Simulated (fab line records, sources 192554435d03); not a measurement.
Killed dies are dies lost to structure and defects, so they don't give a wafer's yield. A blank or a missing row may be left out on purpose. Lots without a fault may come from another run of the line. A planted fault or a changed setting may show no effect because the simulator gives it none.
Chamber matching | flow n5_finfet | N5_BEOL_M9_ILD_DEP_00 on pecvd-04: 3 sister chambers
The step deposits SiCOH lowk from DEMS/porogen, target thk 308.51 nm, time 58 s. 20 wafers are shown with their chamber, then 10 later ones without.

WAFERS WITH THEIR CHAMBER
wafer  | chamber | throttle_valve_pct (%) | heater_power_w (W) | showerhead_plenum_p_Torr (Torr)
L078.1 | 1       | 14.9                   | 350                | 5.731
L078.2 | 0       | 13.8                   | 259                | 5.753
L078.6 | 0       | 13.6                   | 273                | 5.741
L079.2 | 2       | 13.4                   | 335                | 5.722
L079.3 | 0       | 13.1                   | 283                | 5.738
L079.4 | 2       | 13.5                   | 340                | 5.735
L081.3 | 0       | 13.6                   | 272                | 5.746
L081.5 | 2       | 13.5                   | 353                | 5.724
L081.6 | 0       | 13.2                   | 277                | 5.744
L082.1 | 2       | 13.4                   | 347                | 5.720
L082.3 | 1       | 15.1                   | 302                | 5.720
L082.5 | 2       | 13.5                   | 360                | 5.724
L084.2 | 2       | 13.4                   | 353                | 5.740
L084.5 | 1       | 15.0                   | 294                | 5.729
L084.6 | 2       | 13.4                   | 358                | 5.731
L093.3 | 0       | 13.4                   | 273                | 5.747
L093.4 | 0       | 13.4                   | 278                | 5.759
L093.6 | 2       | 13.4                   | 317                | 5.715
L089.3 | 0       | 13.2                   | 277                | 5.749
L089.4 | 1       | 15.1                   | 312                | 5.741

SIGNATURES (means of the wafers above)
reading                  | chamber 0 | chamber 1 | chamber 2 | scatter within a chamber
throttle_valve_pct       | 13.412    | 15.025    | 13.438    | 0.164
heater_power_w           | 274.00    | 314.50    | 345.38    | 14.6
showerhead_plenum_p_Torr | 5.74713   | 5.73025   | 5.72637   | 0.00773
Rule: a wafer's distance from a chamber is the root of the sum, over the readings, of the square of ((its reading less the chamber's mean) divided by the reading's scatter). The wafer belongs to the nearest chamber; if the next one is less than 2 further off, it can't be placed. The scatter: the root of (the sum of the squares of (reading less its chamber's mean) over the shown wafers, divided by (wafers less chambers)).

WAFERS WITHOUT THEIR CHAMBER
wafer  | throttle_valve_pct (%) | heater_power_w (W) | showerhead_plenum_p_Torr (Torr)
L089.6 | 13.0                   | 281                | 5.750
L096.1 | 15.0                   | 311                | 5.715
L096.5 | 13.7                   | 355                | 5.726
L096.6 | 15.1                   | 313                | 5.734
L090.2 | 13.5                   | 275                | 5.748
L090.4 | 13.5                   | 312                | 5.722
L090.5 | 14.9                   | 364                | 5.712
L097.4 | 13.6                   | 316                | 5.734
L097.5 | 13.3                   | 292                | 5.750
L097.6 | 15.2                   | 363                | 5.735

WHICH CHAMBER EACH WENT THROUGH
wafer  | from the rows above     | in truth
L089.6 | 0                       | 0
L096.1 | 1                       | 1
L096.5 | 2                       | 2
L096.6 | 1                       | 1
L090.2 | 0                       | 0
L090.4 | can't be placed: 2 or 0 | 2
L090.5 | 1                       | 1
L097.4 | can't be placed: 2 or 0 | 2
L097.5 | 0                       | 0
L097.6 | 1                       | 1
Placed correctly: 8 of 10. Can't be placed from these rows: 2 (the true chamber is among the candidates in 2). Placed wrongly: 0.
